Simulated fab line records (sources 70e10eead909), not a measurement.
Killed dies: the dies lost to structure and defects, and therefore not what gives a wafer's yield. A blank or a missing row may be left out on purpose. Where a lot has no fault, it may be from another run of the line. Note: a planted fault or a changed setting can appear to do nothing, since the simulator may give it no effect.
Which tool did it? ; flow nand_harc ; 12 lots, 36 wafers sampled, at 5 steps of a route of 1159

WHAT THE GAUGES SHOWED, per wafer
NHARC_A_SGD_CUT_CD_MEAS_09: target cd 100 nm.
lot;measured;on;cd_nm (nm)
L430;day 13 23:43;cd_sem-02;100.8 100.7 99.8
L433;day 14 19:18;cd_sem-02;100.1 100.0 99.2
L434;day 15 06:51;cd_sem-02;100.4 99.8 100.2
L435;day 15 07:13;cd_sem-03;100.7 100.1 99.7
L439;day 16 04:17;cd_sem-02;101.0 100.6 100.1
L440;day 16 19:35;cd_sem-03;101.4 101.0 101.4
L441;day 16 21:13;cd_sem-01;100.3 99.7 99.9
L444;day 17 17:31;cd_sem-02;100.1 99.9 99.0
L447;day 18 03:07;cd_sem-02;101.4 101.6 100.9
L449;day 18 16:55;cd_sem-01;100.8 101.3 100.3
L450;day 19 06:26;cd_sem-02;101.6 100.8 100.8
L452;day 19 06:56;cd_sem-02;100.3 100.4 99.8

NHARC_A_SLIT_CD_MEAS_09: target cd 300 nm.
lot;measured;on;cd_nm (nm)
L430;day 14 09:31;cd_sem-03;300.3 299.3 299.0
L433;day 15 05:59;cd_sem-02;299.8 299.9 299.5
L434;day 15 16:53;cd_sem-02;298.9 300.3 300.5
L435;day 15 17:02;cd_sem-03;300.5 300.0 299.5
L439;day 16 16:20;cd_sem-01;300.8 299.9 299.4
L440;day 17 04:41;cd_sem-01;300.2 300.6 299.7
L441;day 17 06:13;cd_sem-01;300.1 300.3 300.8
L444;day 18 07:40;cd_sem-01;304.4 305.6 304.5
L447;day 18 14:39;cd_sem-01;303.5 302.8 303.5
L449;day 19 03:59;cd_sem-03;301.0 300.0 300.7
L450;day 19 17:19;cd_sem-03;303.6 303.9 303.0
L452;day 19 16:07;cd_sem-01;301.4 300.1 300.6

WHICH TOOL RAN EACH LOT (tool, then ch and the chambers of the sampled wafers, then the start)
lot;NHARC_A_SGD_CUT_ETCH_15;NHARC_A_SGD_CUT_STRIP_17;NHARC_A_SLIT_EXPOSE_06
L430;rie_diel-04 ch 0,2,3, day 14 09:23 or earlier;rie_diel-04 ch 0,1,3, day 14 09:23 or earlier;arfi_scanner-02 ch 0, day 14 09:23
L433;rie_diel-03 ch 0,2, day 15 05:51 or earlier;rie_diel-03 ch 0,1, day 15 05:51 or earlier;arfi_scanner-03 ch 0, day 15 05:51
L434;rie_diel-04 ch 0,3, day 15 16:45 or earlier;rie_diel-04 ch 0,1, day 15 16:45 or earlier;arfi_scanner-02 ch 0, day 15 16:45
L435;rie_diel-03 ch 0,2,3, day 15 16:55 or earlier;rie_diel-03 ch 1,2,3, day 15 16:55 or earlier;arfi_scanner-03 ch 0, day 15 16:55
L439;rie_diel-07 ch 0,1,3, day 16 16:12 or earlier;rie_diel-07 ch 0,1,3, day 16 16:12 or earlier;arfi_scanner-01 ch 0, day 16 16:12
L440;rie_diel-07 ch 0,2,3, day 17 04:32 or earlier;rie_diel-07 ch 0,1,3, day 17 04:32 or earlier;arfi_scanner-01 ch 0, day 17 04:32
L441;rie_diel-03 ch 1,2,3, day 17 06:05 or earlier;rie_diel-03 ch 1,2,3, day 17 06:05 or earlier;arfi_scanner-02 ch 0, day 17 06:05
L444;rie_diel-04 ch 1,2, day 18 07:32 or earlier;rie_diel-04 ch 0,1, day 18 07:32 or earlier;arfi_scanner-02 ch 0, day 18 07:32
L447;rie_diel-03 ch 1,2,3, day 18 14:31 or earlier;rie_diel-03 ch 1,2, day 18 14:31 or earlier;arfi_scanner-02 ch 0, day 18 14:31
L449;rie_diel-03 ch 0,2,3, day 19 03:50 or earlier;rie_diel-03 ch 0,1,2, day 19 03:50 or earlier;arfi_scanner-03 ch 0, day 19 03:50
L450;rie_diel-03 ch 0,3, day 19 17:10 or earlier;rie_diel-03 ch 1,2, day 19 17:10 or earlier;arfi_scanner-02 ch 0, day 19 17:10
L452;rie_diel-04 ch 0,2,3, day 19 15:58 or earlier;rie_diel-04 ch 1,2, day 19 15:58 or earlier;arfi_scanner-03 ch 0, day 19 15:58
- NHARC_A_SGD_CUT_ETCH_15: etches the open film in CH3F/O2, target depth 75 nm, time 64.3 s.
- NHARC_A_SGD_CUT_STRIP_17: strips in O2.
- NHARC_A_SLIT_EXPOSE_06: exposes mask SLIT.

WHAT THE TOOLS THEMSELVES READ (means of the sampled wafers that have a number; where no wafer has one, the mark that the record gives instead)
NHARC_A_SGD_CUT_ETCH_15.
lot;tool;ch3f_flow_sccm (sccm);drypump_motor_current_A (A);oes_product_au (a.u.);rf_vpp_V (V);showerhead_plenum_p_Torr (Torr);throttle_valve_pct (%)
L430;rie_diel-04;49.94;5.5;0.973;263.9;2.45;20.668
L433;rie_diel-03;50.11;5.4;0.965;263.7;2.47;20.660
L434;rie_diel-04;49.91;5.7;0.982;263.9;2.46;20.653
L435;rie_diel-03;49.91;5.1;0.955;265.5;2.54;20.657
L439;rie_diel-07;49.99;6.0;0.959;263.0;2.40;20.666
L440;rie_diel-07;50.12;5.9;0.970;264.0;2.44;20.670
L441;rie_diel-03;50.10;5.1;0.961;265.6;2.54;20.671
L444;rie_diel-04;49.98;5.8;0.950;262.8;2.43;20.661
L447;rie_diel-03;49.99;5.1;0.951;265.1;2.54;20.663
L449;rie_diel-03;49.86;5.1;0.925;265.0;2.54;20.660
L450;rie_diel-03;50.02;5.3;0.975;263.2;2.50;20.663
L452;rie_diel-04;49.92;5.5;0.965;263.9;2.45;20.655

NHARC_A_SGD_CUT_STRIP_17.
lot;tool;drypump_motor_current_A (A);oes_product_au (a.u.);rf_vpp_V (V);showerhead_plenum_p_Torr (Torr);throttle_valve_pct (%)
L430;rie_diel-04;5.9;0.997;57.4;3.53;17.043
L433;rie_diel-03;5.5;1.009;58.1;3.49;17.037
L434;rie_diel-04;5.8;1.014;57.3;3.50;17.028
L435;rie_diel-03;5.1;0.995;57.7;3.64;17.041
L439;rie_diel-07;6.0;0.994;57.2;3.44;17.037
L440;rie_diel-07;6.0;0.994;56.9;3.44;17.030
L441;rie_diel-03;5.1;0.998;58.0;3.64;17.039
L444;rie_diel-04;5.8;1.004;58.3;3.50;17.030
L447;rie_diel-03;5.3;0.983;58.1;3.54;17.038
L449;rie_diel-03;5.3;0.994;57.9;3.54;17.032
L450;rie_diel-03;5.1;0.970;57.9;3.60;17.031
L452;rie_diel-04;5.5;0.988;58.1;3.47;17.039

NHARC_A_SLIT_EXPOSE_06.
lot;tool;exposure_dose_mJ_cm2
L430;arfi_scanner-02;60.74
L433;arfi_scanner-03;60.89
L434;arfi_scanner-02;60.85
L435;arfi_scanner-03;60.71
L439;arfi_scanner-01;60.74
L440;arfi_scanner-01;60.79
L441;arfi_scanner-02;60.80
L444;arfi_scanner-02;66.73
L447;arfi_scanner-02;65.52
L449;arfi_scanner-03;60.84
L450;arfi_scanner-02;64.56
L452;arfi_scanner-03;60.79

THE ANSWER, worked out from the rows above alone
Rule: what is usual is taken from the lots themselves. Put in order of their means at a reading, lots are off if they are a third of the lots or fewer, leave a main group of 4 or more, and stand apart from it by a gap of 3 or more times the standard deviation of the main group's means; of several such gaps the widest counts. Not used: any main group whose means are identical at the precision the tables above print for the reading. Also off: a lot with no number at a reading for which 4 or more lots have one. All remaining lots with rows at the step are treated as sound. First the gauges in route order, then the tools' own readings, where a lot's mean is used as printed above. At the first step where some lot is off, the reading lying furthest off is the one used; lots without a number count as furthest.
Off, at NHARC_A_SLIT_CD_MEAS_09 on cd_nm: L444, L447, L450. For the main group the mean is 300.1 nm and the standard deviation 0.36.
A tool fits if, at a process step before that reading, it ran every lot that is off, and no sound lot after the first of them. The gauges at NHARC_A_SLIT_CD_MEAS_09 aren't tried: what is off there is off at NHARC_A_SLIT_EXPOSE_06 too, on other tools, and a gauge's error can't cause that. NHARC_A_SGD_CUT_ETCH_15 gives no start for some lots, so the hours and the order of its lots are those of NHARC_A_SLIT_EXPOSE_06. NHARC_A_SGD_CUT_STRIP_17 gives no start for some lots, so the hours and the order of its lots are those of NHARC_A_SLIT_EXPOSE_06. One candidate fits, namely arfi_scanner-02 at NHARC_A_SLIT_EXPOSE_06. A fault onset in the window from L441 (day 17 06:05, its last sound lot) to L444 (day 18 07:32, its first lot off) fits.
The tool's own readings at NHARC_A_SLIT_EXPOSE_06 bear it out: on the lots that are off they differ by more than 5 times the standard deviation of the sound lots' means. exposure_dose_mJ_cm2 reads 65.60 there against 60.79 on the sound lots.

WHAT WAS PUT IN BY THE SIMULATOR
Process parameter drift: arfi_scanner-02, from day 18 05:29 on, at NHARC_A_SLIT_EXPOSE_06. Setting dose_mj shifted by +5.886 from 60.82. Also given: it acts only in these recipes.
Shown lots that were struck: L444, L447, L450. The rule given above showed the same thing.
